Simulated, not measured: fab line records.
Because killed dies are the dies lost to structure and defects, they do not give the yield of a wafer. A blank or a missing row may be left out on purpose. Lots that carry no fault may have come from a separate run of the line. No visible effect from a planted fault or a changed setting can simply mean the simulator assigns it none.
fab line records	flow n5Finfet
record: lots: 6	wafers: 17	lastDay: 17
route steps=1938 shown BEOL_M7@1330 BEOL_M8@1332
lots that met no fault: from a run of the same line without faults
startH: start of the lot's first displayed wafer, in hours after the record's first day	waitH: hours since the lot's step before	" as in the row above	L1.1+2: a row that stands for several wafers	- no value, or no start given	* or withheld: withheld	< > ~ a bound
route shown NAME@n: a module of which the file shows steps, and the number in the route of the first	usual: mean/standard deviation of fault-free wafers	same: alike in all rows	chamber/n: place in a boat	sites: per-site readings	_std_site: their standard deviation	_edge_site: outer sites' mean less inner sites'	radiusMm: for every site, how far away it sits from the centre of the wafer	mask NAME#n: copy n	behind: tool/chamber where the wafer was last shaped	hold: reason for holding the lot/hours on hold/outcome of the hold	device: whichever transistor did not switch (one of n, p or np)	end of line: the route-end tests of the same wafers	for a step that has no rows: nothing shown but its recipe	killed: at the first sort, the dies lost to defects and structure; wafer yield is something else	map: dies across one wafer; x = killed, . = not, _ = none there
set.NAME: the setting that was run; set.NAME@STEP: the one run at that earlier step	model.NAME: the simulator's own value behind a step, which no gauge read
a table for each step, a row for each wafer; lots at some steps of the route
services: a tool's chamber out of use, with start hour (startH, from the record's first day; less than 0 if before it), hours out, and reason
== steps ==
step: N5_BEOL_M7_RS_MEAS_57
recipe: thkMeasGauge: four-point-probe	reads: Cu_of_BEOL_M7_ECD_50+Co_of_BEOL_M7_CVD_78+TaN_of_BEOL_M7_ALD_77
usual: M7_RS: 0.287/0.0096
lot.wafer	tool	chamber	startH	waitH	M7_RS[ohm/sq]
L284.2	filmMetro-02	-	239.45	0.1	0.291
L284.5	"	-	"	"	0.280
L284.6	"	-	"	"	0.276
L286.1	filmMetro-01	-	245.28	0.1	0.280
L286.4	"	-	"	"	0.281
L286.6	"	-	"	"	0.285
L288.1	filmMetro-02	-	267.00	0.1	0.298
L288.2	"	-	"	"	0.275
L288.6	"	-	"	"	0.284
L291.4	filmMetro-01	-	286.92	0.0	0.267
L291.5	"	-	"	"	0.275
L291.6	"	-	"	"	0.281
L294.1	filmMetro-02	-	321.68	0.1	0.288
L294.5	"	-	"	"	0.293
L297.1	filmMetro-01	-	337.30	0.1	0.284
L297.3	"	-	"	"	0.283
L297.5	"	-	"	"	0.283
step: N5_BEOL_M7_INSPECT_58
recipe: inspectInstrument: darkfield	mode: postDep
usual: rawDefectCount: 74/25
lot.wafer	tool	chamber	startH	waitH	rawDefectCount
L284.2	defectInspect-02	-	239.48	0.0	40
L284.5	"	-	"	"	84
L284.6	"	-	"	"	70
L286.1	defectInspect-01	-	245.30	0.0	52
L286.4	"	-	"	"	62
L286.6	"	-	"	"	44
L288.1	defectInspect-02	-	267.02	0.0	161
L288.2	"	-	"	"	86
L288.6	"	-	"	"	92
L291.4	defectInspect-01	-	286.95	0.0	133
L291.5	"	-	"	"	84
L291.6	"	-	"	"	105
L294.1	defectInspect-01	-	321.71	0.0	47
L294.5	"	-	"	"	75
L297.1	defectInspect-02	-	337.32	0.0	122
L297.3	"	-	"	"	92
L297.5	"	-	"	"	125
step: N5_BEOL_M8_ILD_DEP_00
recipe: material: SiCOH_lowk	targetThkA: 1797.5	tempC: 300	precursor: DEMS/porogen	pressureTorr: 5	rfW: 500	timeS: 33.4
usual: heaterPowerW: 323/58	showerheadPlenumPTorr: 5.741/0.021	susceptorTempC: 299.99/0.22	throttleValvePct: 13.8/0.58
lot.wafer	tool	chamber	startH	waitH	heaterPowerW	showerheadPlenumPTorr	susceptorTempC	throttleValvePct
L284.2	pecvd-02	0	239.52	0.0	325	5.767	299.85	13.5
L284.5	"	0	"	"	311	5.755	300.46	13.3
L284.6	"	2	"	"	343	5.770	299.84	13.8
L286.1	pecvd-02	0	245.34	0.0	299	5.751	299.81	13.6
L286.4	"	2	"	"	327	5.777	300.20	13.8
L286.6	"	2	"	"	323	5.772	299.84	13.9
L288.1	pecvd-01	2	267.06	0.0	377	5.718	299.62	13.6
L288.2	"	1	"	"	197	5.751	300.02	15.7
L288.6	"	2	"	"	383	5.707	299.75	13.5
L291.4	pecvd-03	1	287.01	0.1	404	5.724	299.64	13.1
L291.5	"	0	"	"	321	5.732	299.98	13.8
L291.6	"	2	"	"	468	5.756	299.92	13.3
L294.1	pecvd-01	1	321.74	0.0	219	5.743	300.07	15.3
L294.5	"	1	"	"	229	5.759	300.08	15.1
L297.1	pecvd-02	2	337.36	0.0	362	5.784	300.30	14.2
L297.3	"	0	"	"	314	5.746	300.22	13.3
L297.5	"	0	"	"	312	5.750	300.07	13.3
step: N5_BEOL_M8_CURE_74
recipe: tempC: 385	timeS: 240	ambient: He/Ar	material: SiCOH_lowk
usual: lampPowerPct: 52.31/0.056	wafer_temp_C_max: 386.8/0.62
lot.wafer	tool	chamber	startH	waitH	lampPowerPct	wafer_temp_C_max
L284.2	uvCure-02	2	239.68	0.1	52.26	387.4
L284.5	"	2	"	"	52.24	386.9
L284.6	"	2	"	"	52.28	386.9
L286.1	uvCure-03	2	245.43	0.1	52.32	387.1
L286.4	"	2	"	"	52.33	386.8
L286.6	"	2	"	"	52.34	388.0
L288.1	uvCure-01	1	267.39	0.3	52.21	386.7
L288.2	"	1	"	"	52.28	385.8
L288.6	"	1	"	"	52.25	386.5
L291.4	uvCure-02	0	287.29	0.3	52.43	387.6
L291.5	"	0	"	"	52.30	388.2
L291.6	"	0	"	"	52.30	388.0
L294.1	uvCure-01	2	321.81	0.0	52.29	385.8
L294.5	"	2	"	"	52.34	386.2
L297.1	uvCure-01	1	337.42	0.0	52.35	386.5
L297.3	"	1	"	"	52.32	386.3
L297.5	"	1	"	"	52.31	386.4
step: N5_BEOL_M8_THK_MEAS_01
recipe: reads: SiCOH_lowk_of_BEOL_M8_ILD_DEP_00
usual: M8_ILD_THK: 156.2/2.3
lot.wafer	tool	chamber	startH	waitH	M8_ILD_THK[nm]
L284.2	filmMetro-01	-	240.12	0.4	155.6
L284.5	"	-	"	"	157.7
L284.6	"	-	"	"	155.2
L286.1	filmMetro-02	-	245.94	0.4	152.4
L286.4	"	-	"	"	154.3
L286.6	"	-	"	"	153.8
L288.1	filmMetro-02	-	267.91	0.4	154.9
L288.2	"	-	"	"	158.0
L288.6	"	-	"	"	156.3
L291.4	filmMetro-02	-	287.56	0.2	156.4
L291.5	"	-	"	"	156.7
L291.6	"	-	"	"	158.1
L294.1	filmMetro-01	-	322.32	0.4	157.5
L294.5	"	-	"	"	159.6
L297.1	filmMetro-02	-	337.94	0.4	152.0
L297.3	"	-	"	"	155.1
L297.5	"	-	"	"	156.2
step: N5_BEOL_M8_PECVD_70
recipe: material: SiO2	targetThkA: 200	tempC: 400	precursor: TEOS/O2	pressureTorr: 5.5	rfW: 450	teosFlowSccm: 53.8	gas: O2	flowSccm: 3000	timeS: 22.7
usual: heaterPowerW: 768/99	showerheadPlenumPTorr: 8.79/0.084	susceptorTempC: 400.01/0.19	throttleValvePct: 22.1/0.77
lot.wafer	tool	chamber	startH	waitH	heaterPowerW	showerheadPlenumPTorr	susceptorTempC	throttleValvePct
L284.2	pecvd-02	0	240.15	0.0	726	8.83	400.18	21.8
L284.5	"	2	"	"	777	8.91	399.86	21.9
L284.6	"	0	"	"	757	8.82	400.15	21.7
L286.1	pecvd-01	0	245.98	0.0	739	8.75	399.84	22.8
L286.4	"	2	"	"	799	8.64	400.17	21.8
L286.6	"	2	"	"	851	8.61	400.35	21.8
L288.1	pecvd-01	1	267.94	0.0	561	8.83	399.81	24.8
L288.2	"	2	"	"	845	8.62	400.07	21.6
L288.6	"	0	"	"	737	8.72	399.83	22.5
L291.4	pecvd-03	2	287.62	0.1	915	8.86	399.65	21.2
L291.5	"	1	"	"	795	8.78	400.04	21.4
L291.6	"	0	"	"	707	8.75	399.83	21.5
L294.1	pecvd-01	2	322.36	0.0	853	8.62	399.76	21.9
L294.5	"	1	"	"	586	8.79	400.23	24.5
L297.1	pecvd-02	1	337.97	0.0	909	8.80	400.02	22.4
L297.3	"	2	"	"	701	8.91	399.86	22.6
L297.5	"	1	"	"	927	8.82	399.93	22.7
step: N5_BEOL_M8_HM_DEP_02
recipe: material: TiN	targetThkA: 200	tempC: 25	chamberPressurePa: 0.49996
usual: susceptorTempC: 25.01/0.1	throttleValvePct: 30.2/0.73
lot.wafer	tool	chamber	startH	waitH	susceptorTempC	throttleValvePct
L284.2	pvdSputter-01	-	241.48	1.3	24.83	29.9
L284.5	"	-	"	"	25.08	31.1
L284.6	"	-	"	"	24.93	29.1
L286.1	pvdSputter-03	-	246.95	1.0	25.24	30.0
L286.4	"	-	"	"	24.93	29.4
L286.6	"	-	"	"	24.83	29.2
L288.1	pvdSputter-03	-	269.69	1.7	25.16	30.4
L288.2	"	-	"	"	25.01	29.7
L288.6	"	-	"	"	25.23	30.4
L291.4	pvdSputter-03	-	287.66	0.0	24.96	29.8
L291.5	"	-	"	"	24.92	30.0
L291.6	"	-	"	"	24.92	29.3
L294.1	pvdSputter-03	-	322.80	0.4	25.01	29.6
L294.5	"	-	"	"	24.87	29.8
L297.1	pvdSputter-02	-	339.46	1.5	24.98	31.9
L297.3	"	-	"	"	24.95	30.5
L297.5	"	-	"	"	24.86	31.7
step: N5_BEOL_M8_COAT_59
recipe: resist: SOC	tempC: 250	timeS: 60	spinRpm: 1500	resistThkNm: 100
step: N5_BEOL_M8_COAT_60
recipe: resist: SiARC	tempC: 220	timeS: 60	spinRpm: 1500	resistThkNm: 35
step: N5_BEOL_M8_COAT_05
recipe: resist: CAR-ArF	spinRpm: 1500	resistThkNm: 90
step: N5_BEOL_M8_EBR_07
recipe: solvent: PGMEA	ebrWidthMm: 1.5
step: N5_BEOL_M8_SOFTBAKE_06
recipe: tempC: 110	timeS: 60	resist: CAR-ArF
step: N5_BEOL_M8_EXPOSE_08
recipe: maskId: M8	na: 1.35	sourceShape: dipole	sigmaInner: 0.817	sigmaOuter: 0.97	polarization: te	doseMj: 68.25
usual: exposureDoseMJCm2: 68.21/0.082
lot.wafer	tool	chamber	startH	waitH	mask	exposureDoseMJCm2
L284.2	arfiScanner-01	0	241.86	-	M8#0	68.27
L284.5	"	0	"	"	M8#0	68.34
L284.6	"	0	"	"	M8#0	68.20
L286.1	arfiScanner-01	0	247.32	-	M8#0	68.19
L286.4	"	0	"	"	M8#0	68.12
L286.6	"	0	"	"	M8#0	68.17
L288.1	arfiScanner-01	0	269.94	-	M8#0	67.33
L288.2	"	0	"	"	M8#0	67.34
L288.6	"	0	"	"	M8#0	67.33
L291.4	arfiScanner-01	0	288.05	-	M8#0	67.62
L291.5	"	0	"	"	M8#0	67.66
L291.6	"	0	"	"	M8#0	67.58
L294.1	arfiScanner-02	0	323.17	-	M8#0	68.12
L294.5	"	0	"	"	M8#0	68.13
L297.1	arfiScanner-02	0	339.70	-	M8#0	68.15
L297.3	"	0	"	"	M8#0	68.15
L297.5	"	0	"	"	M8#0	68.24
step: N5_BEOL_M8_PEB_09
recipe: pebTempC: withheld	pebTimeS: 60	resist: CAR-ArF
== services ==
tool	chamber	startH	hours	kind
arfiScanner-01	-	219.01	0.9	repair
arfiScanner-02	-	222.79	1.3	pm
pecvd-03	0	228.65	2.3	repair
pecvd-03	1	229.50	2.1	scheduledDown
pecvd-02	1	230.84	14.9	repair
pecvd-01	1	233.56	22.8	repair
arfiScanner-01	-	258.45	1.0	pm
pecvd-03	1	267.27	5.5	scheduledDown
arfiScanner-02	-	267.36	1.5	repair
arfiScanner-01	-	272.43	1.3	pm
uvCure-03	-	273.94	0.3	repair
arfiScanner-02	-	277.08	4.9	pm
arfiScanner-01	-	280.82	1.0	pm
arfiScanner-02	0	283.39	-	calibration
arfiScanner-01	-	296.93	0.8	pm
pecvd-02	-	298.47	2.8	pm
uvCure-03	-	312.76	7.5	pm
arfiScanner-02	-	323.96	0.8	pm
uvCure-02	-	327.01	7.5	pm
arfiScanner-01	0	328.73	-	calibration
uvCure-03	-	332.94	0.5	repair
pecvd-03	0	333.35	5.9	repair
== key ==
firstSign: step: N5_BEOL_M8_EXPOSE_08	reading: exposureDoseMJCm2	direction: down	sigmas: 9	usual: 68.21	struck: 67.47
effect none on later readings
metAt N5_BEOL_M8_EXPOSE_08
struckWafers L288.1,L288.2,L288.6,L291.4,L291.5,L291.6
loopTrim: step: N5_BEOL_M8_EXPOSE_08	setting: dose	lots: L291
onsetBetween 247.32 269.94
fault: kind: processParameterDrift	tool: arfiScanner-01	chamber: -	onsetH: 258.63	steps: N5_BEOL_M8_EXPOSE_08	channel: doseMj	offset: -0.81385	shape: step	actsIn: theseRecipesOnly	stated: 68.25
loopTrim: a control loop set the setting to another value than it would have without faults
